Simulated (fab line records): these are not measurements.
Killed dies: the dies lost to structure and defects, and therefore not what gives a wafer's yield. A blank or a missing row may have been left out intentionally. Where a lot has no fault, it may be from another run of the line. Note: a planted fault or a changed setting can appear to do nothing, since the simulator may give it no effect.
Matching of chambers ; flow n5Finfet ; 4 sister chambers for N5_BEOL_M2_ETCH_63 on rieDiel-01
The step etches SiARC in CF4, target depth 15.6 nm, time 26 s. 18 wafers are shown with their chamber, then 9 later ones without.

WAFERS WITH THEIR CHAMBER
wafer;chamber;showerheadPlenumPTorr (Torr);drypumpMotorCurrentA (A);oesProductAu (a.u.)
L075.1;0;2.12;5.5;0.80
L075.2;2;2.04;6.0;0.59
L075.6;1;2.20;5.2;0.59
L076.1;3;2.19;4.9;0.80
L076.2;2;2.04;5.9;0.59
L076.3;0;2.12;5.5;0.80
L076.4;0;2.12;5.5;0.80
L076.5;3;2.19;4.9;0.80
L076.6;2;2.04;6.0;0.59
L082.2;2;2.03;5.9;0.59
L082.4;3;2.18;4.9;0.79
L082.5;2;2.03;5.9;0.59
L083.1;1;2.20;5.3;0.81
L083.4;3;2.18;4.9;0.79
L083.5;3;2.18;4.9;0.78
L085.1;1;2.20;5.2;0.79
L085.4;2;2.03;5.9;0.59
L085.5;3;2.18;4.9;0.77

SIGNATURES (means of the wafers above)
reading;chamber 0;chamber 1;chamber 2;chamber 3;scatter within a chamber
showerheadPlenumPTorr;2.1200;2.2000;2.0350;2.1833;0.0045
drypumpMotorCurrentA;5.500;5.233;5.933;4.900;0.0378
oesProductAu;0.8000;0.7300;0.5900;0.7883;0.0465
Rule: for a wafer and a chamber, the distance is found by dividing, reading by reading, the gap between the wafer's reading and the chamber's mean by the reading's scatter, squaring, summing and taking the root. The wafer belongs to the nearest chamber; if the next one is less than 2 further off, it can't be placed. The scatter: the root of (the sum of the squares of (reading less its chamber's mean) over the shown wafers, divided by (wafers less chambers)).

WAFERS WITH NO CHAMBER GIVEN
wafer;showerheadPlenumPTorr (Torr);drypumpMotorCurrentA (A);oesProductAu (a.u.)
L086.1;2.11;5.5;0.74
L086.2;2.18;5.0;0.77
L086.4;2.11;5.5;0.75
L091.1;2.19;5.2;0.75
L091.2;2.10;5.5;0.72
L091.4;2.19;5.2;0.76
L096.1;2.19;5.2;0.74
L096.5;2.17;5.0;0.73
L096.6;2.10;5.5;0.72

WHICH CHAMBER EACH ONE RAN IN
wafer;from the rows above;in truth
L086.1;0;0
L086.2;3;3
L086.4;0;0
L091.1;1;1
L091.2;0;0
L091.4;1;1
L096.1;1;1
L096.5;3;3
L096.6;0;0
Correct placement for 9 of the 9. Number that these rows cannot place: 0. Placed wrongly: 0.
